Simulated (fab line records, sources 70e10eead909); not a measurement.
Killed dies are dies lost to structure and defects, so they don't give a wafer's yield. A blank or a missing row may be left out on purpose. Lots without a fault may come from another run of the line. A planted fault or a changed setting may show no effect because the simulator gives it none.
fab line records | flow nand_harc
record lots=6 wafers=18 last_day=25
route steps=1159 shown P_GATE@119 END@1159
lots that met no fault: from a run of the same line without faults
start_h: hours from the record's first day to the start of the lot's first wafer shown | wait_h: hours since the lot's step before | " the same as in the row above | L1.1+2: a row that stands for several wafers | - no value, or no start given | * or withheld: withheld | < > ~ a bound
route shown NAME@n: a module of which the file shows steps, and the number in the route of the first | usual: mean/standard deviation of fault-free wafers | same: alike in all rows | chamber/n: place in a boat | sites: the reading at each site | _std_site: their standard deviation | _edge_site: outer sites' mean less inner sites' | radius_mm: how far each site lies from the wafer's centre | mask NAME#n: copy n | behind: the tool/chamber that last shaped the wafer | hold: why the lot was held/for how many hours/how that ended | device: the transistor (n, p or np) that didn't switch | end of line: the same wafers' tests at the end of the route | a step without rows: its recipe alone | killed: dies lost to structure and defects at the first sort, not the wafer's yield | map: a wafer's dies, x killed, . not, _ none there
set.NAME: the setting as run; set.NAME@STEP: as run at that earlier step | model.NAME: the simulator's own value behind a step, which no gauge read
lots at some steps of the route; a table a step, a row a wafer
services: from which hour (start_h, from the record's first day; less than 0 if before it) a tool's chamber was out of use, for how many hours, and why
## steps
# step NHARC_P_GATE_EXPOSE_08
# recipe na=0.6 dose_mj=16.75 mask_id=P_HV
# step NHARC_P_GATE_PEB_09
# recipe peb_temp_c=118 peb_time_s=85
# step NHARC_P_GATE_DEVELOP_10
# recipe time_s=70
# step NHARC_P_GATE_CD_MEAS_11
# recipe target_cd_nm=1640 landing_energy_ev=500
# usual cd_nm=1640.3/1.6
# columns lot.wafer tool chamber start_h wait_h cd_nm
L989.4 cd_sem-01 0 75.54 - 1641.4
L989.5 " 0 " " 1640.3
L989.6 " 0 " " 1640.0
L993.2 cd_sem-02 0 100.92 - 1640.2
L993.4 " 0 " " 1641.3
L993.5 " 0 " " 1641.1
L997.2 cd_sem-01 0 116.75 - 1641.0
L997.4 " 0 " " 1641.0
L997.6 " 0 " " 1640.9
L101.1 cd_sem-02 0 149.77 - 1642.1
L101.2 " 0 " " 1638.6
L101.5 " 0 " " 1641.7
L107.1 cd_sem-03 0 181.21 - 1643.7
L107.3 " 0 " " 1642.2
L107.4 " 0 " " 1639.2
L109.1 cd_sem-03 0 188.91 - 1640.8
L109.4 " 0 " " 1642.3
L109.6 " 0 " " 1638.3
# step NHARC_P_GATE_HARDBAKE_12
# recipe temp_c=125 time_s=80
# step NHARC_P_GATE_DESCUM_13
# recipe time_s=3 o2_flow_sccm=200 ar_flow_sccm=0 bias_power_w=0 chemistry=O2
# usual drypump_motor_current_A=5.7/0.36 oes_product_au=0.996/0.0091 rf_vpp_V=57.8/0.89 showerhead_plenum_p_Torr=1.89/0.1 throttle_valve_pct=11.313/0.01
# columns lot.wafer tool chamber start_h wait_h drypump_motor_current_A oes_product_au rf_hours_counter_h rf_vpp_V showerhead_plenum_p_Torr throttle_valve_pct
L989.5 rie_diel-03 3 75.98 - 5.2 1.003 - 56.5 1.78 11.326
L989.6 " 0 " " 5.5 0.991 - 56.6 1.93 11.309
L989.4 " 2 " " 5.7 1.002 - 58.8 2.05 11.311
L993.4 rie_diel-03 1 101.11 - 6.4 0.997 6 57.0 1.80 11.304
L993.2 " 2 " " 5.8 0.999 11 57.8 2.05 11.313
L993.5 " 3 " " 5.3 1.016 - 57.7 1.78 11.313
L997.2 rie_diel-13 3 116.94 - 6.1 0.987 4 56.2 1.79 11.296
L997.6 " 2 " " 5.3 1.005 - 59.8 2.00 11.302
L997.4 " 3 " " 6.1 0.994 - 59.0 1.79 11.308
L101.1 rie_diel-03 1 149.93 - 6.4 0.985 13 56.6 1.80 11.316
L101.2 " 2 " " 5.7 0.993 17 58.8 2.04 11.323
L101.5 " 2 " " 5.7 1.001 - 58.1 2.04 11.314
L107.4 rie_diel-03 3 181.37 - 5.3 1.005 29 57.0 1.77 11.318
L107.3 " 1 " " 6.4 0.996 22 57.4 1.79 11.318
L107.1 " 2 " " 5.7 0.999 27 58.4 2.04 11.327
L109.1 rie_diel-13 3 189.07 - 6.1 0.991 31 57.9 1.78 11.300
L109.4 " 1 " " 5.8 0.989 27 56.1 1.79 11.310
L109.6 " 0 " " 5.6 0.990 - 59.4 1.92 11.336
# step NHARC_P_GATE_ETCH_14
# recipe target_depth_a=488 chemistry=dHF material=SiO2
# step NHARC_P_GATE_STRIP_15
# recipe time_s=780 temp_c=130 chemistry=SPM
# step NHARC_P_GATE_PRECLEAN_71
# recipe time_s=* temp_c=50 bath_age_min=0 chemistry=SC1
# step NHARC_P_GATE_SRD_72
# step NHARC_P_GATE_OXIDE_16
# recipe target_thk_a=30 temp_c=875 ox_time_s=392 material=SiO2
# step NHARC_P_GATE_CVD_17
# recipe target_thk_a=1500 temp_c=620 time_s=900 material=poly-Si
# step NHARC_P_GATE_HM_DEP_102
# recipe target_thk_a=1200 temp_c=400 material=aC
# usual throttle_valve_pct=35.001/0.0091
# columns lot.wafer tool chamber start_h wait_h throttle_valve_pct
L989.4 acl_dep-01 0 90.37 3.0 35.012
L989.5 " 0 " " 35.008
L989.6 " 0 " " 35.016
L993.2 acl_dep-02 0 113.21 0.5 34.998
L993.4 " 0 " " 34.997
L993.5 " 0 " " 35.001
L997.2 acl_dep-02 0 131.49 0.5 34.998
L997.4 " 0 " " 34.992
L997.6 " 0 " " 35.005
L101.1 acl_dep-03 0 162.82 1.1 35.012
L101.2 " 0 " " 35.004
L101.5 " 0 " " 34.998
L101.1 acl_dep-01 0 164.01 1.1 34.995
L101.2 " 0 " " 34.984
L101.5 " 0 " " 34.997
L107.1 acl_dep-02 0 195.57 0.6 34.978
L107.3 " 0 " " 34.999
L107.4 " 0 " " 35.006
L107.1 acl_dep-03 0 196.93 1.3 34.984
L107.3 " 0 " " 35.007
L107.4 " 0 " " 34.994
L109.1 acl_dep-02 0 202.58 1.7 34.993
L109.4 " 0 " " 34.997
L109.6 " 0 " " 34.995
# step NHARC_P_GATE_DEP_103
# recipe target_thk_a=300 target_thk_nm=30 temp_c=400 flow_sccm=200 rf_w=350 material=SiON
# usual heater_power_w=807/77
# columns lot.wafer tool chamber start_h wait_h heater_power_w
L989.6 pecvd-01 2 90.81 0.1 726
L989.5 " 0 " " 689
L989.4 " 1 " " 911
L993.2 pecvd-01 2 113.88 0.6 728
L993.4 " 2 " " 741
L993.5 " 0 " " 663
L997.2 pecvd-01 0 132.08 0.5 722
L997.4 " 0 " " 731
L997.6 " 1 " " 811
L101.2 pecvd-03 0 164.91 0.7 758
L101.1 " 1 " " 864
L101.5 " 0 " " 773
L107.1 pecvd-01 0 197.60 0.6 804
L107.3 " 1 " " 835
L107.4 " 1 " " 815
L109.1 pecvd-01 2 203.62 0.9 774
L109.6 " 0 " " 785
L109.4 " 1 " " 942
# step NHARC_END_SORT_01
# recipe temp_c=25
# usual killed_at_array=25/9.2 killed_at_other=0.9/1.3 killed_at_periphery=3.3/2.3 killed_dies=29/9.6 killed_open=3.2/1.8 killed_short=2/1.4
# same gross_dies=677
# columns lot.wafer tool chamber start_h wait_h killed_at_array killed_at_other killed_at_periphery killed_dies killed_open killed_short
L993.2 prober-01 0 451.94 2.8 33 0 4 37 5 2
L993.4 prober-01 0 453.57 3.4 28 0 2 30 3 2
L993.5 prober-01 0 454.38 3.8 25 1 2 28 4 0
L109.1 prober-02 0 551.70 2.5 28 1 1 30 3 1
L109.4 prober-02 0 554.08 3.4 25 0 1 26 0 1
L109.6 prober-02 0 555.66 4.0 27 1 0 28 3 1
L101.1 prober-02 0 557.32 2.5 29 1 6 36 1 4
L101.2 prober-02 0 558.11 2.8 28 0 2 30 2 2
L101.5 prober-02 0 560.49 3.7 28 0 4 32 1 1
L107.1 prober-02 0 603.76 2.5 44 2 3 49 2 2
L107.3 prober-02 0 605.32 3.1 34 2 1 37 2 1
L107.4 prober-02 0 606.11 3.4 35 2 4 41 6 1
# killed by level:class
L993.2 A_CHANNEL_HOLE_D1:chamber_film_flake=11 A_STAIRCASE:chamber_film_flake=7 A_SLIT:chamber_film_flake=7 P_CONTACT:geometric_particle:open=2 A_ONON_D1:geometric_particle:open=2 A_WL_FILL:chamber_film_flake=2 P_M0:geometric_particle:open=1 A_CHANNEL_FILL_D1:geometric_particle:short=1
L993.4 A_CHANNEL_HOLE_D1:chamber_film_flake=15 A_SLIT:chamber_film_flake=8 A_WL_FILL:geometric_particle:short=2 P_M0:geometric_particle:open=1 A_ONON_D1:geometric_particle:open=1 A_BLC:geometric_particle:open=1 P_ZERO_WELL:chamber_film_flake=1 A_ZERO_WELL:chamber_film_flake=1
L993.5 A_CHANNEL_HOLE_D1:chamber_film_flake=12 A_SLIT:chamber_film_flake=5 A_STAIRCASE:chamber_film_flake=3 A_CONTACT:geometric_particle:open=2 A_CONTACT:chamber_film_flake=2 P_CONTACT:geometric_particle:open=1 P_M0:geometric_particle:open=1 A_WL_FILL:chamber_film_flake=1
L109.1 A_SLIT:chamber_film_flake=14 A_WL_FILL:geometric_particle:open=3 A_CHANNEL_HOLE_D1:chamber_film_flake=3 A_WL_FILL:chamber_film_flake=3 A_STAIRCASE:chamber_film_flake=2 A_CONTACT:chamber_film_flake=2 A_CONTACT:geometric_particle:short=1 P_STI:chamber_film_flake=1
L109.4 A_SLIT:chamber_film_flake=11 A_CHANNEL_HOLE_D1:chamber_film_flake=6 A_CONTACT:chamber_film_flake=4 A_STAIRCASE:chamber_film_flake=3 A_WL_FILL:geometric_particle:short=1 P_GATE:chamber_film_flake=1
L109.6 A_SLIT:chamber_film_flake=9 A_CHANNEL_HOLE_D1:chamber_film_flake=5 A_STAIRCASE:chamber_film_flake=5 A_CONTACT:chamber_film_flake=4 A_CHANNEL_FILL_D1:geometric_particle:short=1 A_WL_FILL:geometric_particle:open=1 A_CONTACT:geometric_particle:open=1 A_M0:geometric_particle:open=1
L101.1 A_CHANNEL_HOLE_D1:chamber_film_flake=17 P_ZERO_WELL:chamber_film_flake=4 P_GATE:chamber_film_flake=2 A_STAIRCASE:chamber_film_flake=2 A_WL_FILL:chamber_film_flake=2 A_CONTACT:chamber_film_flake=2 A_STAIRCASE:geometric_particle:short=1 A_CONTACT:geometric_particle:short=1
L101.2 A_CHANNEL_HOLE_D1:chamber_film_flake=18 P_ZERO_WELL:chamber_film_flake=2 A_CONTACT:chamber_film_flake=2 A_SOURCE_PLATE:geometric_particle:open=1 A_SOURCE_PLATE:geometric_particle:short=1 A_ONON_D1:geometric_particle:short=1 A_CHANNEL_FILL_D1:geometric_particle:open=1 A_ZERO_WELL:chamber_film_flake=1
L101.5 A_CHANNEL_HOLE_D1:chamber_film_flake=17 A_ZERO_WELL:chamber_film_flake=4 A_CONTACT:chamber_film_flake=3 P_GATE:chamber_film_flake=2 A_BLC:geometric_particle:open=1 A_BLC:geometric_particle:short=1 P_ZERO_WELL:chamber_film_flake=1 P_STI:chamber_film_flake=1
L107.1 A_CHANNEL_HOLE_D1:chamber_film_flake=21 A_SLIT:chamber_film_flake=14 A_CONTACT:chamber_film_flake=6 P_CONTACT:geometric_particle:short=1 A_CONTACT:geometric_particle:short=1 A_M1:geometric_particle:open=1 STARTING-WAFER:geometric_particle:open=1 P_ZERO_WELL:chamber_film_flake=1
L107.3 A_CHANNEL_HOLE_D1:chamber_film_flake=14 A_SLIT:chamber_film_flake=8 A_CONTACT:chamber_film_flake=7 A_CHANNEL_FILL_D1:chamber_film_flake=2 THIN_TSV:chamber_film_flake=2 A_STAIRCASE:geometric_particle:open=1 A_WL_FILL:geometric_particle:short=1 A_BLC:geometric_particle:open=1
L107.4 A_CHANNEL_HOLE_D1:chamber_film_flake=20 A_SLIT:chamber_film_flake=7 P_M2:geometric_particle:open=2 A_CONTACT:chamber_film_flake=2 A_ONON_D1:geometric_particle:short=1 A_ONON_D1:geometric_particle:open=1 A_CONTACT:geometric_particle:open=1 A_M0:geometric_particle:open=1
## services
# columns tool chamber start_h hours kind
pecvd-01 - 56.00 13.0 pm
pecvd-01 0 56.00 13.0 vent_cycle
pecvd-01 1 56.00 13.0 vent_cycle
pecvd-01 2 56.00 13.0 vent_cycle
rie_diel-03 1 60.08 30.4 repair
rie_diel-03 2 66.80 5.8 repair
pecvd-01 0 69.00 - clean
pecvd-01 1 69.00 - clean
pecvd-01 2 69.00 - clean
rie_diel-03 0 71.80 - clean
rie_diel-03 3 71.80 - clean
pecvd-01 2 91.54 17.5 repair
rie_diel-03 0 96.30 - clean
rie_diel-03 1 96.30 - clean
acl_dep-02 - 97.33 2.2 repair
rie_diel-13 - 99.17 9.0 pm
pecvd-01 - 102.30 0.4 repair
pecvd-03 - 111.00 13.0 pm
pecvd-01 1 111.97 5.0 repair
acl_dep-01 - 112.98 13.0 pm
rie_diel-13 1 113.80 4.9 repair
rie_diel-03 2 130.39 2.0 repair
pecvd-01 - 162.00 1.1 repair
acl_dep-02 - 168.29 13.0 pm
## key
first_sign step=NHARC_P_GATE_HM_DEP_102 reading=visit direction=added
effect none on later readings
met_at NHARC_P_GATE_HM_DEP_102
struck_wafers L101.1,L101.2,L101.5,L107.1,L107.3,L107.4
tester_left_out L101,L107
fault kind=repeated_step_whole tool=acl_dep-01,acl_dep-02,acl_dep-03 chamber=- onset_h=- steps=NHARC_P_GATE_HM_DEP_102 times=1 scope=struck_lots_only
# tester_left_out: of these lots the tester's yield and bins aren't shown, on N5 and GAA mostly nor the transistor test; their killed dies are dies lost to structure and defects alone, not to doping, threshold or leakage, so they don't give the yield
